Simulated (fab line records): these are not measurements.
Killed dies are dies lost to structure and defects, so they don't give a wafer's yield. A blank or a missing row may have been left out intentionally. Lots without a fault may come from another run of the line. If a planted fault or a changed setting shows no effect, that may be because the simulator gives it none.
fab line records	flow nand_harc
record lots=24	wafers=72	last_day=33
route steps=1302 shown P_M0@282 P_M2@329
lots untouched by any fault: they come from a run of this same line in which no faults occurred
start_h: hours from the record's opening day to when the first of the lot's shown wafers began	wait_h: time in hours since the lot's previous step	" as in the row above	L1.1+2: a row that stands for several wafers	- no value present, or no start provided	* or withheld: withheld	< > ~ a bound
route shown NAME@n: a module of which the file shows steps, and the number in the route of the first	usual: mean/standard deviation taken from wafers without a fault	same: alike in all rows	chamber/n: place in a boat	sites: per-site readings	_std_site: standard deviation across them	_edge_site: mean of outer sites minus mean of inner sites	radius_mm: for every site, how far away it sits from the centre of the wafer	mask NAME#n: copy n	behind: the most recent tool/chamber to have shaped the wafer	hold: why the lot was held/for how many hours/how that ended	device: transistor that didn't switch, given as n, p or np	end of line: tests of these same wafers at the route's end	where a step has no rows: the recipe by itself	killed: count of dies lost to structure and defects at first sort (not the wafer's yield)	map: the dies of a wafer, with x for killed, . for not killed, _ for no die there
set.NAME: the setting the step ran with; set.NAME@STEP: the setting that earlier step ran with	model.NAME: the simulator's own value behind a step, which no gauge read
one table for each step of the route and one row for each wafer, over a sample of lots
services: from which hour (start_h, from the record's first day; less than 0 if before it) a tool's chamber was out of use, for how many hours, and why
## steps
# step NHARC_P_M0_INSPECT_27
# usual raw_defect_count=284/120
lot.wafer	tool	chamber	start_h	wait_h	raw_defect_count
L074.1	defect_inspect-01	-	129.59	0.0	357
L074.3	"	-	"	"	170
L074.6	"	-	"	"	330
L075.2	defect_inspect-01	-	130.04	0.0	107
L075.4	"	-	"	"	362
L075.6	"	-	"	"	229
L076.4	defect_inspect-01	-	142.95	0.0	377
L076.5	"	-	"	"	277
L076.6	"	-	"	"	212
L077.1	defect_inspect-02	-	157.85	0.0	301
L077.5	"	-	"	"	240
L077.6	"	-	"	"	285
L078.1	defect_inspect-01	-	164.53	0.0	267
L078.3	"	-	"	"	228
L078.5	"	-	"	"	161
L079.1	defect_inspect-01	-	171.46	0.0	210
L079.3	"	-	"	"	504
L079.5	"	-	"	"	293
L080.4	defect_inspect-01	-	188.21	0.0	515
L080.5	"	-	"	"	272
L080.6	"	-	"	"	272
L081.1	defect_inspect-02	-	204.60	0.0	236
L081.4	"	-	"	"	165
L081.5	"	-	"	"	180
L082.1	defect_inspect-01	-	208.69	0.0	207
L082.4	"	-	"	"	217
L082.5	"	-	"	"	295
L083.2	defect_inspect-01	-	218.29	0.0	221
L083.3	"	-	"	"	682
L083.6	"	-	"	"	600
L084.1	defect_inspect-02	-	236.12	0.0	301
L084.5	"	-	"	"	251
L084.6	"	-	"	"	237
L085.2	defect_inspect-02	-	238.22	0.0	112
L085.3	"	-	"	"	222
L085.6	"	-	"	"	154
L087.1	defect_inspect-01	-	249.65	0.0	188
L087.5	"	-	"	"	241
L087.6	"	-	"	"	159
L086.1	defect_inspect-02	-	250.17	0.0	185
L086.3	"	-	"	"	385
L086.5	"	-	"	"	196
L089.2	defect_inspect-02	-	266.51	0.0	247
L089.4	"	-	"	"	232
L089.5	"	-	"	"	173
L088.1	defect_inspect-02	-	267.30	0.0	214
L088.3	"	-	"	"	349
L088.4	"	-	"	"	311
L090.2	defect_inspect-01	-	288.37	0.0	512
L090.3	"	-	"	"	228
L090.6	"	-	"	"	279
L091.1	defect_inspect-01	-	289.77	0.0	333
L091.4	"	-	"	"	281
L091.5	"	-	"	"	330
L092.1	defect_inspect-01	-	306.19	0.0	294
L092.2	"	-	"	"	251
L092.4	"	-	"	"	228
L093.2	defect_inspect-01	-	310.81	0.0	265
L093.4	"	-	"	"	309
L093.6	"	-	"	"	193
L094.2	defect_inspect-01	-	323.14	0.0	213
L094.3	"	-	"	"	209
L094.5	"	-	"	"	152
L095.3	defect_inspect-01	-	340.00	0.0	284
L095.4	"	-	"	"	206
L095.5	"	-	"	"	295
L097.2	defect_inspect-01	-	350.45	0.0	338
L097.3	"	-	"	"	442
L097.5	"	-	"	"	290
L096.2	defect_inspect-01	-	350.74	0.0	279
L096.3	"	-	"	"	241
L096.5	"	-	"	"	379
# step NHARC_P_M2_OVL_MEAS_10
# recipe pitch_nm=340
# usual overlay_x_nm=0.3/0.74	overlay_y_nm=0.0/0.75
lot.wafer	tool	chamber	start_h	wait_h	overlay_x_nm	overlay_y_nm
L074.1	overlay-01	-	135.11	-	-0.3	0.5
L074.3	"	-	"	"	-0.2	0.0
L074.6	"	-	"	"	-0.1	0.7
L075.2	overlay-02	-	135.56	-	-0.5	-0.2
L075.4	"	-	"	"	-0.5	0.3
L075.6	"	-	"	"	-0.4	0.3
L076.4	overlay-01	-	148.64	-	0.5	0.0
L076.5	"	-	"	"	0.4	-0.2
L076.6	"	-	"	"	0.8	-0.3
L077.1	overlay-01	-	164.07	-	-0.1	-0.3
L077.5	"	-	"	"	0.2	-1.1
L077.6	"	-	"	"	-0.1	-0.2
L078.1	overlay-01	-	170.22	-	0.8	-0.6
L078.3	"	-	"	"	0.5	-0.4
L078.5	"	-	"	"	0.5	-0.6
L079.1	overlay-02	-	177.10	-	0.0	-0.4
L079.3	"	-	"	"	0.7	0.0
L079.5	"	-	"	"	0.7	-0.8
L080.4	overlay-02	-	193.56	-	1.4	1.0
L080.5	"	-	"	"	1.1	0.9
L080.6	"	-	"	"	1.3	0.7
L081.1	overlay-01	-	210.13	-	-0.6	-1.0
L081.4	"	-	"	"	0.0	-1.1
L081.5	"	-	"	"	-0.1	-0.8
L082.1	overlay-02	-	214.19	-	-0.9	0.2
L082.4	"	-	"	"	-0.9	0.3
L082.5	"	-	"	"	-0.5	0.5
L083.2	overlay-02	-	223.92	-	0.2	0.1
L083.3	"	-	"	"	0.2	-0.2
L083.6	"	-	"	"	0.3	-0.4
L084.1	overlay-02	-	241.82	-	0.0	0.9
L084.5	"	-	"	"	-0.6	0.7
L084.6	"	-	"	"	0.2	0.7
L085.2	overlay-02	-	243.70	-	-0.1	0.4
L085.3	"	-	"	"	-0.7	0.9
L085.6	"	-	"	"	-0.8	0.3
L087.1	overlay-01	-	255.46	-	-0.6	-1.1
L087.5	"	-	"	"	-1.5	-0.5
L087.6	"	-	"	"	-0.9	-0.9
L086.1	overlay-01	-	256.42	-	0.2	-0.4
L086.3	"	-	"	"	0.7	-0.8
L086.5	"	-	"	"	0.5	-0.4
L089.2	overlay-01	-	272.02	-	1.4	0.4
L089.4	"	-	"	"	1.2	-0.1
L089.5	"	-	"	"	1.2	-0.2
L088.1	overlay-02	-	273.30	-	1.1	-0.3
L088.3	"	-	"	"	2.0	-0.4
L088.4	"	-	"	"	1.7	-1.5
L090.2	overlay-02	-	293.99	-	0.7	-0.4
L090.3	"	-	"	"	0.7	0.3
L090.6	"	-	"	"	0.4	0.5
L091.1	overlay-02	-	295.49	-	0.3	0.5
L091.4	"	-	"	"	0.2	0.1
L091.5	"	-	"	"	0.1	-0.3
L092.1	overlay-01	-	311.83	-	0.5	-0.4
L092.2	"	-	"	"	0.0	-0.1
L092.4	"	-	"	"	-0.1	0.0
L093.2	overlay-01	-	317.12	-	0.8	-0.3
L093.4	"	-	"	"	1.0	-0.2
L093.6	"	-	"	"	1.5	-0.3
L094.2	overlay-01	-	328.83	-	0.4	-0.5
L094.3	"	-	"	"	0.3	-0.6
L094.5	"	-	"	"	0.3	-1.2
L095.3	overlay-01	-	345.64	-	-0.2	0.2
L095.4	"	-	"	"	0.8	0.7
L095.5	"	-	"	"	0.5	0.5
L097.2	overlay-02	-	356.03	-	-0.6	0.6
L097.3	"	-	"	"	-1.1	1.1
L097.5	"	-	"	"	-0.3	1.3
L096.2	overlay-01	-	356.34	-	0.1	2.3
L096.3	"	-	"	"	0.2	1.5
L096.5	"	-	"	"	0.0	2.0
# step NHARC_P_M2_ETCH_15
# recipe target_depth_a=1825	time_s=91.2	c4f8_flow_sccm=withheld	ar_flow_sccm=400	rf_w=600	bias_w=300	chemistry=C4F8/Ar
# usual oes_product_au=0.941/0.021	rf_fwd_power_W=596.5/1.8	rf_vpp_V=441.6/1.9
# same time_s=91.2
lot.wafer	tool	chamber	start_h	wait_h	oes_product_au	rf_fwd_power_W	rf_hours_counter_h	rf_vpp_V
L074.3	rie_diel-09	3	-	-	0.936	592.9	10.3	442.0
L074.1	"	0	"	"	0.932	596.6	10.6	439.1
L074.6	"	0	"	"	0.934	597.6	-	439.9
L075.4	rie_diel-09	1	-	-	0.945	600.7	10.6	442.1
L075.2	"	2	"	"	0.927	597.0	10.3	440.7
L075.6	"	2	"	"	0.940	598.8	-	440.0
L076.4	rie_diel-06	2	-	-	0.958	598.8	0.4	439.4
L076.5	"	3	"	"	0.983	597.8	-	444.8
L076.6	"	0	"	"	0.990	597.5	-	443.1
L077.1	rie_diel-06	2	-	-	0.923	594.6	1.9	438.9
L077.5	"	2	"	"	0.926	596.9	-	438.7
L077.6	"	3	"	"	0.921	596.3	-	443.6
L078.3	rie_diel-01	1	-	-	0.980	596.5	5.8	442.2
L078.1	"	2	"	"	0.931	595.0	5.9	441.2
L078.5	"	3	"	"	0.933	594.0	-	444.0
L079.3	rie_diel-09	1	-	-	0.940	597.2	2.4	442.7
L079.1	"	0	"	"	0.944	595.8	2.6	438.3
L079.5	"	1	"	"	0.926	596.8	-	441.2
L080.4	rie_diel-06	0	-	-	0.925	593.8	2.9	442.3
L080.5	"	0	"	"	0.926	592.8	-	444.0
L080.6	"	1	"	"	0.934	594.5	-	441.5
L081.1	rie_diel-09	2	-	-	0.926	598.7	2.3	440.5
L081.4	"	3	"	"	0.909	595.1	2.4	443.7
L081.5	"	0	"	"	0.936	599.4	-	439.1
L082.1	rie_diel-09	3	-	-	0.922	593.4	2.6	442.8
L082.4	"	1	"	"	0.952	594.9	3.4	442.1
L082.5	"	2	"	"	0.939	598.5	-	441.3
L083.3	rie_diel-06	0	-	-	0.932	596.1	4.1	442.3
L083.2	"	3	"	"	0.920	596.6	4.4	442.9
L083.6	"	0	"	"	0.928	597.1	-	442.0
L084.1	rie_diel-01	3	-	-	0.965	595.4	0.6	445.5
L084.6	"	2	"	"	0.912	595.5	-	440.4
L084.5	"	3	"	"	0.963	596.5	-	444.9
L085.2	rie_diel-09	0	-	-	0.931	599.2	4.7	439.0
L085.3	"	2	"	"	0.923	597.6	4.0	441.9
L085.6	"	0	"	"	0.943	597.0	-	440.5
L087.1	rie_diel-06	1	-	-	0.936	598.8	5.6	440.2
L087.5	"	3	"	"	0.920	598.4	-	443.9
L087.6	"	0	"	"	0.921	596.2	-	443.5
L086.3	rie_diel-06	3	-	-	0.914	598.7	5.9	443.2
L086.1	"	0	"	"	0.922	597.0	6.1	443.2
L086.5	"	3	"	"	0.924	597.2	-	444.5
L089.2	rie_diel-01	0	-	-	0.959	594.7	2.3	440.0
L089.4	"	1	"	"	0.968	599.0	2.3	443.3
L089.5	"	1	"	"	0.964	597.0	-	442.7
L088.1	rie_diel-01	2	-	-	0.947	596.4	2.4	440.2
L088.4	"	3	"	"	0.971	596.9	2.4	444.6
L088.3	"	1	"	"	0.963	595.9	2.5	442.7
L090.3	rie_diel-01	2	-	-	0.927	592.9	3.5	441.8
L090.2	"	0	"	"	0.959	596.5	3.5	440.1
L090.6	"	2	"	"	0.934	596.9	-	441.0
L091.1	rie_diel-06	0	-	-	0.938	596.0	7.3	443.3
L091.4	"	1	"	"	0.930	595.8	6.5	442.1
L091.5	"	1	"	"	0.927	594.4	-	441.6
L092.2	rie_diel-09	0	312.18	0.1	0.941	598.6	11.7	438.0
L092.1	"	3	"	"	0.918	594.8	11.2	441.6
L092.4	"	3	"	"	0.925	596.2	-	442.3
L093.2	rie_diel-06	1	-	-	0.986	597.0	0.0	441.4
L093.4	"	3	"	"	0.983	596.9	0.0	443.4
L093.6	"	1	"	"	0.987	595.1	-	442.9
L094.2	rie_diel-01	3	-	-	0.962	598.6	4.4	444.5
L094.3	"	0	"	"	0.985	596.4	5.2	439.9
L094.5	"	3	"	"	0.971	597.6	-	444.0
L095.3	rie_diel-01	3	-	-	0.926	595.6	5.5	444.9
L095.4	"	1	"	"	0.920	597.3	5.9	440.7
L095.5	"	2	"	"	0.903	594.9	-	441.1
L097.2	rie_diel-06	3	-	-	0.937	600.4	1.8	441.7
L097.3	"	1	"	"	0.928	596.7	2.7	440.8
L097.5	"	2	"	"	0.928	599.2	-	438.7
L096.3	rie_diel-01	1	-	-	0.969	594.9	6.3	443.6
L096.2	"	2	"	"	0.960	597.2	6.6	440.5
L096.5	"	2	"	"	0.955	592.7	-	440.3
# step NHARC_P_M2_ETCH_28
# recipe target_depth_a=300	over_etch_frac=0.3	time_s=72.99	ion_energy_ev=150	cf4_flow_sccm=50	n2_flow_sccm=100	ar_flow_sccm=150	rf_w=300	bias_w=100	chemistry=CF4/N2
# usual drypump_motor_current_A=5.7/0.33	mfc_ar_sccm=150.1/0.48	oes_product_au=1.000/0.017	rf_fwd_power_W=297.7/1.1	rf_vpp_V=314.7/1.5	showerhead_plenum_p_Torr=2.65/0.077	throttle_valve_pct=19.794/0.009
# same time_s=72.99
lot.wafer	tool	chamber	start_h	wait_h	drypump_motor_current_A	mfc_ar_sccm	oes_product_au	rf_fwd_power_W	rf_hours_counter_h	rf_vpp_V	showerhead_plenum_p_Torr	throttle_valve_pct
L074.1	rie_diel-01	3	-	-	6.0	149.1	0.995	298.5	3.8	318.3	2.80	19.799
L074.3	"	0	"	"	6.0	150.1	0.988	296.0	3.9	315.9	2.61	19.791
L074.6	"	2	"	"	5.6	150.1	0.972	298.8	-	313.4	2.61	19.795
L075.2	rie_diel-01	1	-	-	5.3	150.2	0.998	297.0	4.2	315.2	2.68	19.807
L075.4	"	3	"	"	6.0	150.2	0.978	298.2	3.9	315.9	2.80	19.811
L075.6	"	1	"	"	5.4	150.6	1.010	295.1	-	315.6	2.68	19.789
L076.4	rie_diel-06	2	-	-	5.8	149.8	1.015	299.6	0.5	313.0	2.54	19.803
L076.5	"	0	"	"	5.5	150.0	1.008	297.3	-	316.0	2.71	19.799
L076.6	"	1	"	"	6.7	150.3	1.013	296.9	-	314.9	2.68	19.797
L077.1	rie_diel-01	3	-	-	6.0	150.1	0.974	298.7	5.6	318.1	2.80	19.787
L077.6	"	1	"	"	5.3	149.8	1.007	297.0	-	314.5	2.68	19.812
L077.5	"	2	"	"	5.6	150.4	0.967	298.0	-	313.6	2.61	19.808
L078.1	rie_diel-06	3	-	-	6.0	150.3	1.001	298.4	2.2	317.1	2.73	19.807
L078.3	"	0	"	"	5.5	150.3	0.998	298.7	2.3	315.3	2.71	19.784
L078.5	"	2	"	"	5.8	150.0	0.989	296.9	-	312.7	2.53	19.796
L079.1	rie_diel-01	2	-	-	5.6	149.2	0.958	298.5	6.8	316.2	2.61	19.785
L079.3	"	3	"	"	6.0	149.0	0.980	298.2	6.5	317.3	2.80	19.778
L079.5	"	1	"	"	5.4	150.2	1.002	298.2	-	315.5	2.68	19.801
L080.4	rie_diel-01	3	-	-	6.0	150.3	0.982	296.8	7.1	316.7	2.80	19.776
L080.5	"	3	"	"	6.0	150.4	0.991	297.5	-	317.5	2.80	19.799
L080.6	"	0	"	"	6.0	149.4	0.999	298.0	-	314.2	2.61	19.792
L081.1	rie_diel-09	1	-	-	5.4	150.0	1.028	300.4	3.3	314.3	2.66	19.804
L081.4	"	2	"	"	5.8	149.8	1.009	298.9	2.4	312.6	2.61	19.798
L081.5	"	0	"	"	5.5	151.1	1.020	298.9	-	313.3	2.54	19.810
L082.1	rie_diel-06	0	-	-	5.5	149.7	0.995	297.4	3.9	314.9	2.71	19.796
L082.4	"	3	"	"	6.0	149.3	0.981	298.7	4.1	317.6	2.73	19.792
L082.5	"	1	"	"	6.7	149.7	1.012	299.5	-	314.6	2.68	19.802
L083.2	rie_diel-09	2	-	-	5.8	150.0	1.009	299.9	2.8	313.0	2.61	19.796
L083.3	"	0	"	"	5.5	150.3	1.007	298.1	3.8	312.7	2.54	19.810
L083.6	"	3	"	"	5.5	150.0	1.009	295.7	-	315.7	2.72	19.782
L084.1	rie_diel-06	2	-	-	5.8	150.3	0.997	297.2	5.2	312.5	2.53	19.799
L084.5	"	0	"	"	5.6	150.3	0.998	298.1	-	314.0	2.71	19.781
L084.6	"	1	"	"	6.7	149.7	1.015	297.7	-	314.2	2.68	19.795
L085.2	rie_diel-09	3	-	-	5.5	150.6	0.997	296.6	4.3	314.6	2.72	19.772
L085.3	"	0	"	"	5.5	151.0	1.012	299.4	4.8	312.5	2.54	19.789
L085.6	"	2	"	"	5.8	149.4	1.003	297.8	-	313.6	2.61	19.794
L087.1	rie_diel-01	3	-	-	6.0	150.6	1.005	297.2	1.5	317.1	2.79	19.806
L087.6	"	2	"	"	5.6	150.1	0.971	298.5	-	314.2	2.61	19.798
L087.5	"	3	"	"	6.0	150.4	1.005	298.5	-	316.2	2.79	19.790
L086.3	rie_diel-01	0	-	-	6.0	151.1	0.991	300.3	1.7	314.4	2.60	19.805
L086.1	"	1	"	"	5.4	150.2	0.985	297.1	1.7	314.0	2.68	19.795
L086.5	"	2	"	"	5.6	150.3	0.970	297.8	-	314.1	2.61	19.797
L089.2	rie_diel-01	0	-	-	6.0	149.3	0.999	298.7	2.4	314.0	2.60	19.791
L089.4	"	1	"	"	5.4	150.2	0.997	299.1	2.4	314.8	2.68	19.797
L089.5	"	2	"	"	5.6	150.0	0.976	297.3	-	313.9	2.61	19.791
L088.4	rie_diel-09	1	-	-	5.4	150.0	1.006	298.6	5.5	315.2	2.66	19.782
L088.1	"	2	"	"	5.8	150.0	1.019	296.8	6.0	314.4	2.61	19.796
L088.3	"	0	"	"	5.5	149.5	1.017	298.8	7.3	313.8	2.54	19.801
L090.3	rie_diel-01	1	-	-	5.4	150.0	1.012	296.6	3.5	314.5	2.68	19.795
L090.2	"	0	"	"	6.0	149.9	1.009	299.1	3.6	312.5	2.60	19.796
L090.6	"	2	"	"	5.6	150.0	0.979	298.7	-	314.7	2.61	19.779
L091.1	rie_diel-09	0	-	-	5.5	150.4	1.015	296.8	9.8	313.0	2.54	19.795
L091.4	"	3	"	"	5.4	150.0	1.004	295.7	-	315.9	2.71	19.791
L091.5	"	0	"	"	5.5	149.8	1.023	296.9	-	313.1	2.54	19.797
L092.2	rie_diel-09	3	312.83	0.3	5.5	149.5	0.999	296.7	11.4	316.5	2.71	19.783
L092.1	"	0	"	"	5.5	149.8	1.015	298.7	11.8	310.4	2.54	19.781
L092.4	"	0	"	"	5.5	149.1	1.014	298.5	-	312.7	2.54	19.792
L093.2	rie_diel-09	2	-	-	5.8	150.4	1.018	298.6	9.1	313.7	2.61	19.775
L093.4	"	3	"	"	5.5	150.6	1.002	295.3	-	316.6	2.71	19.783
L093.6	"	0	"	"	5.5	150.6	1.017	299.5	-	312.5	2.54	19.795
L094.2	rie_diel-01	2	-	-	5.6	149.7	0.974	299.1	5.3	314.0	2.61	19.790
L094.3	"	1	"	"	5.4	149.2	0.989	297.5	5.3	315.5	2.68	19.792
L094.5	"	2	"	"	5.6	149.8	0.961	298.5	-	313.4	2.61	19.804
L095.3	rie_diel-09	3	-	-	5.5	151.2	1.017	294.3	1.7	312.5	2.71	19.799
L095.5	"	3	"	"	5.5	150.8	1.007	294.5	-	314.6	2.71	19.802
L095.4	"	0	"	"	5.5	150.2	0.993	298.4	-	313.6	2.54	19.792
L097.2	rie_diel-09	3	-	-	5.5	150.4	1.013	296.7	2.9	316.2	2.71	19.799
L097.3	"	0	"	"	5.5	150.8	0.986	297.5	2.9	312.5	2.53	19.811
L097.5	"	3	"	"	5.5	150.3	1.008	295.8	-	316.5	2.71	19.789
L096.3	rie_diel-06	0	-	-	5.5	149.9	1.005	296.5	2.8	315.7	2.71	19.783
L096.2	"	1	"	"	6.7	149.6	1.013	298.3	2.8	315.5	2.68	19.799
L096.5	"	2	"	"	5.8	150.7	1.010	297.3	-	313.1	2.53	19.785
# step NHARC_P_M2_CMP_23
# recipe t_overpolish_s=20	target_thk_nm=144.3
# usual motor_current_A=11.8/0.8	time_to_endpoint_s=28/3.2
lot.wafer	tool	chamber	start_h	wait_h	motor_current_A	time_to_endpoint_s
L074.3	cmp-03	1	137.37	-	12.0	29
L074.1	"	2	"	"	11.8	25
L074.6	"	0	"	"	12.1	32
L075.2	cmp-03	3	137.79	-	12.5	28
L075.4	"	0	"	"	11.4	33
L075.6	"	0	"	"	12.0	33
L076.4	cmp-03	1	150.96	-	11.7	23
L076.6	"	0	"	"	11.9	31
L076.5	"	1	"	"	12.0	25
L077.1	cmp-03	2	166.33	-	11.2	27
L077.5	"	1	"	"	12.3	27
L077.6	"	2	"	"	11.2	27
L078.1	cmp-02	2	172.45	-	11.4	32
L078.3	"	0	"	"	11.0	32
L078.5	"	2	"	"	11.4	32
L079.3	cmp-03	2	179.35	-	12.3	25
L079.1	"	3	"	"	12.8	27
L079.5	"	1	"	"	11.7	25
L080.4	cmp-02	3	195.78	-	12.5	22
L080.6	"	2	"	"	11.7	29
L080.5	"	3	"	"	11.9	22
L081.4	cmp-03	0	212.35	-	11.3	31
L081.1	"	1	"	"	11.7	27
L081.5	"	3	"	"	12.9	23
L082.1	cmp-01	3	216.39	-	12.0	23
L082.4	"	1	"	"	10.8	28
L082.5	"	0	"	"	12.6	26
L083.3	cmp-01	2	226.11	-	10.0	26
L083.2	"	3	"	"	12.1	25
L083.6	"	2	"	"	10.3	26
L084.1	cmp-03	3	244.15	-	12.2	27
L084.5	"	1	"	"	11.9	27
L084.6	"	2	"	"	12.0	27
L085.3	cmp-03	0	246.01	-	11.6	33
L085.2	"	1	"	"	11.6	32
L085.6	"	1	"	"	12.1	29
L087.1	cmp-03	3	257.69	-	12.8	29
L087.6	"	2	"	"	11.7	27
L087.5	"	3	"	"	12.9	27
L086.1	cmp-02	3	258.68	-	13.1	26
L086.3	"	0	"	"	11.5	32
L086.5	"	3	"	"	11.9	24
L089.4	cmp-02	3	274.26	-	12.6	24
L089.2	"	1	"	"	13.1	27
L089.5	"	3	"	"	13.2	25
L088.4	cmp-01	3	275.54	-	12.3	21
L088.1	"	0	"	"	12.6	25
L088.3	"	1	"	"	11.1	28
L090.2	cmp-03	2	296.37	-	11.9	25
L090.3	"	3	"	"	11.9	23
L090.6	"	0	"	"	11.2	27
L091.4	cmp-01	0	297.74	-	12.2	24
L091.1	"	1	"	"	10.6	28
L091.5	"	1	"	"	10.3	25
L092.2	cmp-02	0	314.39	-	11.7	34
L092.1	"	1	"	"	12.7	31
L092.4	"	2	"	"	11.4	33
L093.4	cmp-01	1	319.40	-	10.8	32
L093.2	"	3	"	"	11.8	28
L093.6	"	1	"	"	10.8	31
L094.3	cmp-02	1	331.04	-	12.4	26
L094.2	"	3	"	"	12.4	25
L094.5	"	2	"	"	11.5	30
L095.4	cmp-01	1	347.91	-	10.7	29
L095.3	"	2	"	"	10.3	26
L095.5	"	2	"	"	10.7	28
L097.2	cmp-01	3	358.34	-	11.8	25
L097.3	"	1	"	"	10.8	26
L097.5	"	2	"	"	10.1	26
L096.3	cmp-02	3	358.56	-	12.6	27
L096.2	"	2	"	"	11.2	34
L096.5	"	3	"	"	12.3	27
# step NHARC_P_M2_INSPECT_27
# usual raw_defect_count=309/120
lot.wafer	tool	chamber	start_h	wait_h	raw_defect_count
L074.1	defect_inspect-02	-	137.84	0.0	279
L074.3	"	-	"	"	172
L074.6	"	-	"	"	223
L075.2	defect_inspect-02	-	138.29	0.0	376
L075.4	"	-	"	"	289
L075.6	"	-	"	"	205
L076.4	defect_inspect-01	-	151.41	0.0	293
L076.5	"	-	"	"	166
L076.6	"	-	"	"	254
L077.1	defect_inspect-02	-	166.77	0.0	315
L077.5	"	-	"	"	310
L077.6	"	-	"	"	391
L078.1	defect_inspect-02	-	172.90	0.0	414
L078.3	"	-	"	"	344
L078.5	"	-	"	"	623
L079.1	defect_inspect-02	-	179.77	0.0	235
L079.3	"	-	"	"	184
L079.5	"	-	"	"	206
L080.4	defect_inspect-01	-	196.23	0.0	291
L080.5	"	-	"	"	422
L080.6	"	-	"	"	566
L081.1	defect_inspect-02	-	212.80	0.0	486
L081.4	"	-	"	"	317
L081.5	"	-	"	"	358
L082.1	defect_inspect-01	-	216.86	0.0	159
L082.4	"	-	"	"	306
L082.5	"	-	"	"	218
L083.2	defect_inspect-01	-	226.58	0.0	253
L083.3	"	-	"	"	213
L083.6	"	-	"	"	229
L084.1	defect_inspect-01	-	244.56	0.0	488
L084.5	"	-	"	"	412
L084.6	"	-	"	"	254
L085.2	defect_inspect-02	-	246.51	0.1	371
L085.3	"	-	"	"	338
L085.6	"	-	"	"	354
L087.1	defect_inspect-01	-	258.13	0.0	167
L087.5	"	-	"	"	179
L087.6	"	-	"	"	190
L086.1	defect_inspect-02	-	259.12	0.0	272
L086.3	"	-	"	"	185
L086.5	"	-	"	"	469
L089.2	defect_inspect-01	-	274.70	0.0	444
L089.4	"	-	"	"	390
L089.5	"	-	"	"	626
L088.1	defect_inspect-02	-	276.01	0.0	433
L088.3	"	-	"	"	571
L088.4	"	-	"	"	346
L090.2	defect_inspect-02	-	296.78	0.0	209
L090.3	"	-	"	"	171
L090.6	"	-	"	"	110
L091.1	defect_inspect-02	-	298.22	0.0	266
L091.4	"	-	"	"	402
L091.5	"	-	"	"	219
L092.1	defect_inspect-01	-	314.84	0.0	483
L092.2	"	-	"	"	464
L092.4	"	-	"	"	400
L093.2	defect_inspect-02	-	319.84	0.0	287
L093.4	"	-	"	"	470
L093.6	"	-	"	"	279
L094.2	defect_inspect-01	-	331.51	0.0	225
L094.3	"	-	"	"	258
L094.5	"	-	"	"	325
L095.3	defect_inspect-02	-	348.38	0.0	161
L095.4	"	-	"	"	219
L095.5	"	-	"	"	191
L097.2	defect_inspect-02	-	358.78	0.0	392
L097.3	"	-	"	"	223
L097.5	"	-	"	"	323
L096.2	defect_inspect-01	-	359.03	0.0	509
L096.3	"	-	"	"	385
L096.5	"	-	"	"	357
## services
tool	chamber	start_h	hours	kind
rie_diel-06	-	130.20	9.0	pm
cmp-02	-	134.73	4.0	pm
rie_diel-09	-	143.36	9.0	pm
cmp-03	-	162.07	4.0	pm
rie_diel-06	1	163.69	5.4	repair
cmp-01	-	185.50	4.0	pm
rie_diel-01	-	203.93	9.0	pm
cmp-02	-	220.06	8.7	repair
cmp-02	-	232.07	4.3	repair
rie_diel-09	1	243.29	7.4	repair
rie_diel-06	1	245.61	4.2	repair
cmp-03	-	248.45	5.3	repair
cmp-01	-	252.50	6.7	repair
cmp-03	-	260.08	4.0	pm
cmp-01	-	261.77	1.7	repair
rie_diel-09	1	284.03	110.2	repair
rie_diel-01	3	291.70	4.8	repair
rie_diel-09	2	305.36	10.9	repair
rie_diel-06	-	307.20	9.0	pm
rie_diel-01	3	319.17	7.6	repair
rie_diel-09	-	320.36	9.0	pm
rie_diel-09	2	334.73	1.9	repair
rie_diel-06	-	347.30	1.8	repair
cmp-03	-	358.08	4.0	pm
## key
fault none
